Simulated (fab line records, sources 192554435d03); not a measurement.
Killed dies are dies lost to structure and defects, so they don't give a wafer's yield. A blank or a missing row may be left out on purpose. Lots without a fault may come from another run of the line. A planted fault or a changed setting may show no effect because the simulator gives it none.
Split-lot experiment | flow n5_finfet | 7 lots, 21 wafers read, on a route of 1938 steps

THE SPLIT
At N5_BEOL_M10_VIA_ETCH_34 (etches SiCOH lowk in C4F6/O2, target depth 184.5 nm, time 69.2 s), the setting time_s was moved away from the recipe's 69.2 s on 6 of the 21 wafers read, by -21.9% to +16.4%. The other wafers ran this setting at the recipe's value.

The reading is taken at the split's own step.

THE READING
SOC_of_BEOL_M10_COAT_63.thk_nm (the simulator's own value, which no gauge read), in nm, at N5_BEOL_M10_VIA_ETCH_34 (etches SiCOH lowk in C4F6/O2, target depth 184.5 nm, time 69.2 s). The file gives no usual value for it. The 15 wafers here that ran the recipe average 92.0 nm, standard deviation 0.23 nm.

wafer  | tool, chamber at the split | time_s as run, s | against the recipe | SOC_of_BEOL_M10_COAT_63.thk_nm, nm | against lot-mates on the recipe
L075.1 | rie_diel-04, 2             | 69.2             | recipe             | 92.2                               | -
L075.3 | rie_diel-04, 0             | 69.2             | recipe             | 92.2                               | -
L075.4 | rie_diel-04, 1             | 69.2             | recipe             | 92.2                               | -
L080.2 | rie_diel-05, 2             | 69.2             | recipe             | 92.2                               | -
L080.4 | rie_diel-05, 1             | 75.39            | +8.9%              | 91.8                               | -0.4
L080.6 | rie_diel-05, 3             | 75.39            | +8.9%              | 91.8                               | -0.4
L088.1 | rie_diel-05, 0             | 80.52            | +16.4%             | 90.8                               | -1.3
L088.3 | rie_diel-05, 1             | 69.2             | recipe             | 92.2                               | -
L088.4 | rie_diel-05, 3             | 69.2             | recipe             | 92                                 | -
L090.3 | rie_diel-05, 2             | 69.2             | recipe             | 92                                 | -
L090.4 | rie_diel-05, 1             | 54.04            | -21.9%             | 94.2                               | +2.2
L090.6 | rie_diel-05, 0             | 69.2             | recipe             | 92                                 | -
L091.3 | rie_diel-05, 1             | 69.2             | recipe             | 91.6                               | -
L091.5 | rie_diel-05, 0             | 69.2             | recipe             | 91.8                               | -
L091.6 | rie_diel-05, 3             | 69.2             | recipe             | 92                                 | -
L093.2 | rie_diel-05, 1             | 69.2             | recipe             | 91.8                               | -
L093.3 | rie_diel-05, 3             | 77.52            | +12.0%             | 91.2                               | -0.6
L093.6 | rie_diel-05, 1             | 77.52            | +12.0%             | 90.8                               | -1.0
L095.2 | rie_diel-04, 2             | 69.2             | recipe             | 91.6                               | -
L095.3 | rie_diel-04, 0             | 69.2             | recipe             | 91.8                               | -
L095.5 | rie_diel-04, 1             | 69.2             | recipe             | 92.4                               | -

THE FIT
A straight line over all 21 wafers: SOC_of_BEOL_M10_COAT_63.thk_nm changes by -0.0821 nm for each +1% of time_s; r = -0.91; the points scatter about the line by 0.28 nm.
The same after taking each lot's own level away (the mean of its wafers on the recipe; 21 wafers): -0.0823 nm for each +1%; r = -0.95; scatter 0.21 nm.
On that fit, the largest move of time_s shifts the reading by 1.8 nm.
The lots' own levels span 91.80 to 92.20 nm, that is 1.7 times the standard deviation above.
So the lot-to-lot level changes the slope little: the two slopes agree.
Check: with one of the wafers moved furthest among these (-21.9%) left out of the fit, the line predicts +1.49 nm for it against its lot-mates. It came out at +2.2 nm against them.

OTHER SPLITS ON THESE WAFERS
These wafers also went through other splits before the reading. Each is held against what the fit with the lots' levels taken away leaves over:
other split on the same wafers   | wafers away from the commonest value | r with SOC_of_BEOL_M10_COAT_63.thk_nm (lot level and that fit taken away)
N5_BEOL_M8_TRENCH_ETCH_37 time_s | 9                                    | +0.13
N5_BEOL_M8_CURE_75 time_s        | 7                                    | +0.15

THE WHOLE CHAIN: every reading that the file lists as answering this split, in the file's order
step                    | what it does                                                     | reading                                                                         | change (the file's fit)               | r (the file's)
N5_BEOL_M10_VIA_ETCH_34 | etches SiCOH lowk in C4F6/O2, target depth 184.5 nm, time 69.2 s | etch.depth_nm (the simulator's own value, which no gauge read)                  | +1.88 nm for each +1% of the setting  | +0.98
N5_BEOL_M10_VIA_ETCH_34 | etches SiCOH lowk in C4F6/O2, target depth 184.5 nm, time 69.2 s | SOC_of_BEOL_M10_COAT_63.thk_nm (the simulator's own value, which no gauge read) | -0.085 nm for each +1% of the setting | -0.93

THE FILE'S OWN FIT
SOC_of_BEOL_M10_COAT_63.thk_nm changes by -0.085 nm for each +1% of time_s, r = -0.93.
